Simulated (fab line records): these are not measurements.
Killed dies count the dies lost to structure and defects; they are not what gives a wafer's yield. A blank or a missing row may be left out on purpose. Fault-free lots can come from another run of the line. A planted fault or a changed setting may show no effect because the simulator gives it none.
Struck lot and sound lot, side by side    flow n5Finfet    15 out of 1938 route steps
Sound: these wafers, L571.2, L571.5, L571.6. Struck: wafers L581.3, L581.4 (left out: L581.5, a lot-mate that was not struck); the cause follows at the end.
Per side, at each step with rows, come the tool, then ch with its chambers, and then its first start. Under that, the readings that differ: sound wafers    struck wafers    difference of the means    sigmas: that difference in standard deviations of wafers without a fault.
alike: words and numbers the same on both sides, and readings whose means are apart by under 2 such deviations; not compared: readings that were withheld, readings missing a value for some wafer, numbers with overlapping values and no deviation given by the record, and bounds like >300 which may hide the same value.
A row with sigmas, a row that says differs or no value, or rows on one side alone: a step with any of these is where the two part. Non-overlapping numbers with no deviation appear without sigmas and do not part them. A reading that every wafer of one side lacks parts them only if that side has two wafers or more.

first, 7 steps without rows for these wafers: N5_SDB_COAT_04 (time 60 s, resist thk 18 nm); N5_SDB_COAT_05 (resist thk 90 nm); N5_SDB_EBR_07; N5_SDB_SOFTBAKE_06 (time 60 s); N5_SDB_EXPOSE_08 (exposes mask SDB); N5_SDB_PEB_09 (peb time 60 s); N5_SDB_DEVELOP_10 (develop time 30 s).
N5_SDB_CD_MEAS_11: the cd target is 50 nm.
  sound on cdSem-01 ch 0, day 5 19:02; struck on cdSem-03 ch 0, day 8 05:55
  alike: cdNm
N5_SDB_OVL_MEAS_12:
  sound on overlay-02 ch 0, day 5 19:04; struck on overlay-01 ch 0, day 8 05:56
  alike: SDB_OVL
N5_SDB_INSPECT_13: inspects for defects (brightfield).
  sound on defectInspect-01 at day 5 19:05; struck on defectInspect-02 at day 8 05:58
  alike: rawDefectCount
N5_SDB_DESCUM_16: chemistry O2, time 7.9 s.
  sound on rieDiel-06 ch 0,1,3, day 5 19:08; struck on rieDiel-06 ch 3, day 8 05:59
  alike: drypumpMotorCurrentA, oesProductAu, rfFwdPowerW, rfVppV, showerheadPlenumPTorr, throttleValvePct
  not compared: rfHoursCounterH
N5_SDB_ETCH_17: etches SiARC in CF4, target depth 23.4 nm, time 39 s.
  sound on rieDiel-06 ch 0,1,3, day 5 19:10; struck on rieDiel-06 ch 3, day 8 06:02
reading     sound              struck       difference  sigmas
rfVppV (V)  186.8 183.9 184.9  183.4 181.4  -2.8        -2
  alike: drypumpMotorCurrentA, etchRfOnTimeS, oesProductAu, rfFwdPowerW, showerheadPlenumPTorr, throttleValvePct
  not compared: rfHoursCounterH
N5_SDB_ETCH_18: etches SOC in N2/H2, target depth 100 nm, overetch 20 nm, time 150 s.
  sound on rieDiel-06 ch 0,1,3, day 5 19:12; struck on rieDiel-06 ch 3, day 8 06:04
reading                                sound              struck         difference  sigmas
rfFwdPowerW (W)                        836.4 833.6 839.1  1036.7 1034.2  +199.1      +74
rfVppV (V)                             528.7 520.4 523.0  484.2 485.9    -39.0       -16
model.SiARC_of_SDB_COAT_04.thkNm (nm)  12.8 13 13         12.2 12.2      -0.7        
  alike: drypumpMotorCurrentA, oesProductAu, showerheadPlenumPTorr, throttleValvePct
  not compared: rfHoursCounterH
then, 1 step without rows for these wafers: N5_SDB_STRIP_19 (strips in N2/H2).
-- the record jumps here: 5 days lie between the struck wafers' starts before and after (it left off in module SDB and takes up again in module BEOL_M4, whose first step shown is number 1111 of the route) --
N5_BEOL_M4_RC_MEAS_101:
  sound on prober-01 ch 0, day 10 11:29; struck on prober-02 ch 0, day 12 21:02
reading    sound                 struck         difference  sigmas
VT_P (mV)  -250.8 -247.1 -248.9  -251.5 -257.8  -5.7        -2
  alike: DIBL_N, DIBL_P, IOFF_N, IOFF_P, ION_N, ION_P, SS_N, SS_P, VT_N

## WHERE THEY PART
Last at N5_BEOL_M4_RC_MEAS_101 as far as this record goes, first at N5_SDB_ETCH_17.

WHY: what the simulator had put in
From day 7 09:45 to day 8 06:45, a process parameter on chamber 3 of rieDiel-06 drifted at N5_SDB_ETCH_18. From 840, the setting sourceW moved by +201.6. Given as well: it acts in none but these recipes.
